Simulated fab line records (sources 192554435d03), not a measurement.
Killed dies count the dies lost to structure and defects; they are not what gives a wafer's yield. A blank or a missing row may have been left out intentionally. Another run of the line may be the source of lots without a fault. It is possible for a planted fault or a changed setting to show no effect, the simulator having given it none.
Which tool did it? | flow n5 finfet | 33 wafers from 11 lots sampled at 4 of the route's 1938 steps

## WHAT EACH GAUGE READ, for each wafer
N5_PASSIVATION_OVL_MEAS_63. Usual: PAD_OVL -2 nm, standard deviation 5.8.
lot  | measured     | on         | PAD_OVL (nm) | flag
L337 | day 14 19:45 | overlay-01 | 2 -1 -4      |
L338 | day 14 18:25 | overlay-01 | 2 4 2        |
L340 | day 15 18:17 | overlay-01 | -9 -13 1     |
L343 | day 15 22:21 | overlay-01 | -9 -9 -1     |
L344 | day 16 04:31 | overlay-01 | -1 0 2       |
L342 | day 16 22:31 | overlay-01 | 0 -5 -2      |
L341 | day 17 02:09 | overlay-01 | 0 -3 4       |
L348 | day 17 09:11 | overlay-01 | -11 -8 -3    |
L352 | day 18 08:41 | overlay-01 | -17 -14 -11  |
L360 | day 20 15:49 | overlay-02 | 4 3 -4       |
L359 | day 20 16:19 | overlay-02 | 4 -11 -4     |

N5_PASSIVATION_OVL_MEAS_66. Usual: PASS_OPEN_OVL 0 nm, standard deviation 5.6.
lot  | measured     | on         | PASS_OPEN_OVL (nm) | flag
L337 | day 14 21:50 | overlay-01 | 2 3 0              |
L338 | day 14 20:24 | overlay-01 | -2 -6 0            |
L340 | day 15 20:01 | overlay-01 | 1 -3 5             |
L343 | day 16 00:19 | overlay-01 | 7 -3 6             |
L344 | day 16 06:25 | overlay-01 | -9 -12 -3          |
L342 | day 17 00:16 | overlay-01 | 2 8 -1             |
L341 | day 17 04:03 | overlay-01 | 3 2 0              |
L348 | day 17 11:05 | overlay-01 | 4 -2 3             |
L352 | day 18 11:02 | overlay-01 | -7 -12 0           |
L360 | day 20 18:02 | overlay-02 | -4 3 -1            |
L359 | day 20 18:13 | overlay-01 | -4 2 -3            |

## WHICH TOOL RAN EACH LOT (tool, then ch and the chambers of the sampled wafers, then the start)
lot  | N5_BEOL_M4_ETCH_69                 | N5_PASSIVATION_PRE_CLEAN_19
L337 | rie diel-01 ch 0,2,3, day 9 01:22  | pvd sputter-03, day 14 18:59
L338 | rie diel-01 ch 0,3, day 9 05:35    | pvd sputter-02, day 14 17:46
L340 | rie diel-04 ch 2,3, day 10 03:01   | pvd sputter-03, day 15 17:31
L343 | rie diel-05 ch 1,2,3, day 10 15:52 | pvd sputter-01, day 15 21:35
L344 | rie diel-04 ch 0,1,3, day 10 16:36 | pvd sputter-03, day 16 03:52
L342 | rie diel-04 ch 0,1,3, day 10 17:02 | pvd sputter-02, day 16 21:52
L341 | rie diel-05 ch 0,1, day 11 00:31   | pvd sputter-03, day 17 01:30
L348 | rie diel-05 ch 0,2,3, day 11 18:15 | pvd sputter-03, day 17 08:25
L352 | rie diel-04 ch 2,3, day 12 05:55   | pvd sputter-03, day 18 08:02
L360 | rie diel-04 ch 0,1,2, day 15 01:49 | pvd sputter-03, day 20 15:09
L359 | rie diel-04 ch 0,1,2, day 15 13:41 | pvd sputter-01, day 20 15:40
- N5_BEOL_M4_ETCH_69: etches SiARC in CF4, target depth 15.6 nm, time 26 s.
- N5_PASSIVATION_PRE_CLEAN_19

## WHAT THE TOOLS THEMSELVES READ (means of the sampled wafers that have a number; where no wafer has one, the mark that the record gives instead)
N5_BEOL_M4_ETCH_69. Usual: chamber pressure mTorr 40.00 mTorr (standard deviation 0.038); drypump motor current A 5.7 A (standard deviation 0.57); etch rf on time s 26.3 s (standard deviation 0.75); oes product au 0.67 a.u. (standard deviation 0.075); rf vpp V 184.1 V (standard deviation 1); showerhead plenum p Torr 2.14 Torr (standard deviation 0.046); throttle valve pct 15.44 % (standard deviation 0.18).
lot  | tool        | chamber pressure mTorr (mTorr) | drypump motor current A (A) | etch rf on time s (s) | oes product au (a.u.) | rf vpp V (V) | showerhead plenum p Torr (Torr) | throttle valve pct (%) | flag
L337 | rie diel-01 | 40.03                          | 5.4                         | 26.2                  | 0.64                  | 184.1        | 2.09                            | 15.51                  |
L338 | rie diel-01 | 40.03                          | 5.6                         | 26.3                  | 0.64                  | 184.0        | 2.12                            | 15.55                  |
L340 | rie diel-04 | 40.00                          | 5.4                         | 27.1                  | 0.61                  | 184.4        | 2.16                            | 15.32                  |
L343 | rie diel-05 | 40.00                          | 5.6                         | 26.1                  | 0.72                  | 183.7        | 2.12                            | 15.34                  |
L344 | rie diel-04 | 40.01                          | 6.2                         | 25.7                  | 0.64                  | 183.4        | 2.16                            | 15.58                  |
L342 | rie diel-04 | 39.97                          | 6.3                         | 26.0                  | 0.63                  | 184.0        | 2.16                            | 15.58                  |
L341 | rie diel-05 | 40.03                          | 6.0                         | 27.0                  | 0.69                  | 183.0        | 2.13                            | 15.39                  |
L348 | rie diel-05 | 40.01                          | 5.3                         | 26.3                  | 0.68                  | 184.3        | 2.14                            | 15.46                  |
L352 | rie diel-04 | 39.99                          | 6.0                         | 26.7                  | 0.59                  | 184.9        | 2.17                            | 15.45                  |
L360 | rie diel-04 | 39.99                          | 5.7                         | 26.4                  | 0.68                  | 184.7        | 2.13                            | 15.42                  |
L359 | rie diel-04 | 40.00                          | 5.7                         | 26.6                  | 0.67                  | 184.2        | 2.13                            | 15.42                  |

N5_PASSIVATION_PRE_CLEAN_19. Usual: heater power w 460 W, standard deviation 47.
lot  | tool           | heater power w (W) | flag
L337 | pvd sputter-03 | 416                |
L338 | pvd sputter-02 | 437                |
L340 | pvd sputter-03 | 439                |
L343 | pvd sputter-01 | 452                |
L344 | pvd sputter-03 | 439                |
L342 | pvd sputter-02 | 477                |
L341 | pvd sputter-03 | 429                |
L348 | pvd sputter-03 | 434                |
L352 | pvd sputter-03 | 438                |
L360 | pvd sputter-03 | 439                |
L359 | pvd sputter-01 | 459                |

## THE ANSWER, worked out from the rows above alone
Rule: take the mean of a lot's wafers that have a number; if it is more than 3 standard deviations from the usual mean, the lot is off. Also off: a lot with no number at a reading for which 4 or more lots have one. All remaining lots with rows at the step are treated as sound. The gauges are gone through in route order, then the tools' own readings, and for those a lot's mean is taken as printed above. The first step at which some lot is off is used, and at that step the reading that is off furthest; a lot without a number counts as furthest.
Nothing can be told from this: no lot is off at any reading shown.

## WHAT WAS PUT IN BY THE SIMULATOR
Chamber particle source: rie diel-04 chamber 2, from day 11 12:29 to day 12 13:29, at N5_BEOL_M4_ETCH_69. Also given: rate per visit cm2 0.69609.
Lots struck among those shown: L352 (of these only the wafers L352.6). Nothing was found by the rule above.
